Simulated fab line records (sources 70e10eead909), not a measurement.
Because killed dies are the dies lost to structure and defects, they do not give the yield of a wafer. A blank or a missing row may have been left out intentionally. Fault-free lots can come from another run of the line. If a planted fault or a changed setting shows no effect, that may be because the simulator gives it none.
8D (eight disciplines) problem report, filled in by code ; flow nand-harc ; the parts of the form that need people (team, actions taken, sign-off) are left out

1. WHAT WENT WRONG
A mean of 312 nm is read at NHARC_A_ONON_D2_THK_MEAS_34 for thk-nm, taken on 1 wafer of 1 lot, against 200 nm (standard deviation 3.3) on wafers free of any fault. That is +34 standard deviations from the usual mean.
The step: measures by ellipsometry.
Earliest sighting: wafer L831.2 on film-metro-01 at day 14 06:20. The record holds 36 wafers of 12 lots with a number at this step. Rule for "out" (also "out of limits"): further than 4 standard deviations from the usual mean. All remaining wafers that have a number are taken as sound.

2. WHAT THIS IS AND IS NOT
question;is;is not
which readings at this step;thk-nm;-
which lots;L831;L827, L829, L834, L841, L843, L844, L845, L846, L848, L849, L850
which wafers of those lots;L831.2;L831.1, L831.5
read on which gauges;film-metro-01;film-metro-02
when;from day 14 06:20;"up to then (8 sound wafers); but 27 sound wafers of L834, L841, L843, L844, L845, L846, L848, L849, L850 came after"

3. THE SUSPECTS, EACH WITH WHAT RULES IT OUT
Counting: a tool at a process step up to the reading stays a suspect if it ran every lot that is out. Sound lots after the first of them don't rule it out here, since some wafers of a struck lot are sound.
- the gauge at NHARC_A_ONON_D2_THK_MEAS_34: ruled out. All the wafers that are out were read on film-metro-01, but those of them that NHARC_A_ONON_D2_DEP_33 has rows for are out there too, on other tools.
- rie-diel-09 at NHARC_A_CHANNEL_FILL_D1_ETCHBACK_20 (etches the open film in C4F8/O2/Ar, target depth 27 nm, time 13.5 s): kept. It ran the lot that is out, L831 (day 11 01:17).
- pecvd-04 at NHARC_A_ONON_D2_DEP_33 (deposits SiO2, target thk 200 nm): kept. It processed L831, the lot that is out, at day 14 05:58, and its most recent sound lot before then was L829 at day 13 08:53. On those wafers its own readings are out: throttle-valve-pct.
- rie-diel-09, NHARC_A_CHANNEL_FILL_D1_ETCHBACK_20: wafers that are out in chamber 0, sound lot-mates in chambers 1, 3.
- pecvd-04, NHARC_A_ONON_D2_DEP_33: wafers that are out in chamber 0, sound lot-mates in chambers 1, 2.
The count leaves pecvd-04 at NHARC_A_ONON_D2_DEP_33 and rie-diel-09 at NHARC_A_CHANNEL_FILL_D1_ETCHBACK_20.

4. THE CAUSE (what the simulator had put in)
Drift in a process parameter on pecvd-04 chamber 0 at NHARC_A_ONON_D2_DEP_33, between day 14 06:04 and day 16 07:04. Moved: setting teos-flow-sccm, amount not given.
Counting leaves 2 suspects; this tool is one of them.

5. SEQUENCE OF EFFECTS, ordered by route
Rows list readings where the struck wafers' mean (over those with a number) sits beyond 3 standard deviations from the usual. Only readings whose record carries a usual standard deviation are examined. hours: median over the lots of the time between each lot's start at the first step of this table that gives one and its start at this step. sigmas: the change, counted in usual standard deviations.
hours;step;reading;usual;on struck wafers;change;sigmas
0;NHARC_A_ONON_D2_DEP_33;throttle-valve-pct;15.8 %;17.6;+1.8;+4.6
0;NHARC_A_ONON_D2_THK_MEAS_34;thk-nm;200 nm;312;+112;+34
The process steps in it:
- NHARC_A_ONON_D2_DEP_33: deposits SiO2, target thk 200 nm.

6. WHAT WOULD HAVE CAUGHT IT SOONER
The first out-of-limits reading at a measuring or inspecting step in this record came at day 14 06:20, 0 hours after the fault's start at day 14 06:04.
The tool's own readings at NHARC_A_ONON_D2_DEP_33 were out on every struck wafer that the step has a row for (throttle-valve-pct): an alarm limit on them would have fired on the first of those.
All the lots that are out (1) had begun NHARC_A_ONON_D2_DEP_33 on pecvd-04 by day 14 06:20. A hold on the tool at that time would have spared none of them.
